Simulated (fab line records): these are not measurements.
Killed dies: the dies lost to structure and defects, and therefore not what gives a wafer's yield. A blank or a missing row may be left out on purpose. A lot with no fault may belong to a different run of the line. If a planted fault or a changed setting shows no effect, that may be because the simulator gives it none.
One fault through the eyes of 2 desks | flow n5-finfet | each desk has only its own numbers; what lay behind them comes last

THE TOOL OWNER'S DESK: rie-diel-04
The tool's own readings at N5_BEOL_M0_STRIP_104 (strips in N2/H2): means of the sampled wafers that have a number, for each lot that ran on this tool. The brackets show how far a lot's mean lies from the usual mean; more than 4 standard deviations puts the lot out of limits, marked OUT.
Columns: A = drypump-motor-current-A at N5_BEOL_M0_STRIP_104, usual 5.6 A; B = oes-product-au at N5_BEOL_M0_STRIP_104, usual 0.82 a.u.; C = rf-vpp-V at N5_BEOL_M0_STRIP_104, usual 59.1 V; D = showerhead-plenum-p-Torr at N5_BEOL_M0_STRIP_104, usual 2.56 Torr; E = throttle-valve-pct at N5_BEOL_M0_STRIP_104, usual 23.51 %
lot  | first seen here | A   | B    | C    | D    | E
L219 | day 6 01:16     | 6.1 | 0.74 | 58.4 | 2.50 | 23.90
L220 | day 6 05:49     | 6.1 | 0.72 | 58.7 | 2.49 | 23.42
L221 | day 6 10:13     | 6.3 | 0.69 | 58.5 | 2.52 | 23.59
L226 | day 7 13:31     | 5.8 | 0.73 | 59.5 | 2.49 | 23.62
L233 | day 9 22:40     | 5.9 | 0.72 | 58.9 | 2.49 | 23.67
This desk's finding: nothing out of limits on any of the 5 lots.

AT THE METROLOGY DESK
What the gauges read, lot by lot, whatever tool the lot ran on: means of the sampled wafers that have a number. The brackets show how far a lot's mean lies from the usual mean; more than 4 standard deviations puts the lot out of limits, marked OUT.
Columns: A = cd-nm at N5_MIM_BOT_LITHO_CD_MEAS_08, usual 3000.1 nm
lot  | first seen here | A
L221 | day 13 09:34    | 3000.7
L222 | day 13 11:57    | 2997.9
L219 | day 13 13:04    | 2998.3
L220 | day 13 16:51    | 2999.2
L225 | day 14 16:13    | 3002.3
L224 | day 14 21:46    | 2999.8
L226 | day 14 22:49    | 3000.8
L227 | day 15 02:57    | 2999.4
L233 | day 18 00:54    | 2999.3
L239 | day 18 15:47    | 3000.8
L241 | day 19 11:16    | 3002.6
This desk's finding: nothing out of limits on any of the 11 lots.

BROUGHT TOGETHER
The desk of the tool owner found nothing out of limits.
At the metrology desk, nothing out of limits was observed.

WHAT WAS PUT IN BY THE SIMULATOR
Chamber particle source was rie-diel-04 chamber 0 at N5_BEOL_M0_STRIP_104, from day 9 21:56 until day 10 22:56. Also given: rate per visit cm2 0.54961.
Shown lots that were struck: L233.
